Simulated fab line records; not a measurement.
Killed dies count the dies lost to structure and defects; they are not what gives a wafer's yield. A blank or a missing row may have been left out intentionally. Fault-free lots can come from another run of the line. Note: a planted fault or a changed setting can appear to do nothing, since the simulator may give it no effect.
Matching of chambers | flow n5-finfet | 3 sister chambers for N5_BEOL_M9_CURE_72 on uv-cure-03
The step cures SiCOH lowk, time 120 s. 20 wafers are shown with their chamber, then 10 later ones without.

## EACH WAFER AND ITS CHAMBER
wafer  | chamber | wafer_temp_C_max | lamp-power-pct (%)
L074.1 | 2       | 371.2            | 52.46
L074.3 | 2       | 370.9            | 52.36
L074.5 | 2       | 371.5            | 52.31
L075.2 | 1       | 371.5            | 52.34
L075.4 | 1       | 372.0            | 52.34
L075.5 | 1       | 372.2            | 52.26
L081.1 | 2       | 370.8            | 52.40
L081.2 | 2       | 371.6            | 52.21
L081.4 | 2       | 371.8            | 52.30
L087.1 | 0       | 371.5            | 52.29
L087.3 | 0       | 372.2            | 52.39
L087.5 | 0       | 371.4            | 52.30
L087.2 | 0       | 371.6            | 52.35
L087.4 | 0       | 371.2            | 52.32
L087.6 | 0       | 371.5            | 52.21
L095.4 | 2       | 371.6            | 52.40
L095.5 | 2       | 371.8            | 52.30
L095.6 | 2       | 371.2            | 52.28
L089.1 | 2       | 371.6            | 52.39
L089.2 | 2       | 371.1            | 52.30

SIGNATURES, as means of the wafers listed above
reading          | chamber 0 | chamber 1 | chamber 2 | scatter within a chamber
wafer_temp_C_max | 371.567   | 371.900   | 371.373   | 0.348
lamp-power-pct   | 52.3100   | 52.3133   | 52.3373   | 0.0657
Rule: distance of a wafer from a chamber = root of the sum over the readings of ((wafer's reading minus chamber's mean) / reading's scatter) squared. If the next closest chamber is less than 2 further off than the closest, the wafer can't be placed; otherwise it belongs to the closest. The scatter: the root of (the sum of the squares of (reading less its chamber's mean) over the shown wafers, divided by (wafers less chambers)).

## WAFERS WHOSE CHAMBER IS MISSING
wafer  | wafer_temp_C_max | lamp-power-pct (%)
L089.3 | 371.1            | 52.29
L093.1 | 372.1            | 52.37
L093.4 | 371.1            | 52.24
L093.5 | 372.1            | 52.45
L082.1 | 371.5            | 52.20
L082.3 | 371.6            | 52.40
L082.6 | 371.9            | 52.30
L082.2 | 371.3            | 52.28
L082.4 | 370.9            | 52.39
L082.5 | 371.2            | 52.38

## WHICH CHAMBER EACH WENT THROUGH
wafer  | from the rows above          | in truth
L089.3 | can't be placed: 2 or 0 or 1 | 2
L093.1 | can't be placed: 1 or 0 or 2 | 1
L093.4 | can't be placed: 2 or 0 or 1 | 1
L093.5 | can't be placed: 1 or 0 or 2 | 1
L082.1 | can't be placed: 0 or 1 or 2 | 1
L082.3 | can't be placed: 2 or 0 or 1 | 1
L082.6 | can't be placed: 1 or 0 or 2 | 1
L082.2 | can't be placed: 0 or 2 or 1 | 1
L082.4 | can't be placed: 2 or 0 or 1 | 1
L082.5 | can't be placed: 2 or 0 or 1 | 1
Correct placement for 0 of the 10. Unplaceable from these rows: 10, with the true chamber sitting among the candidates in 10. Wrongly placed: 0.
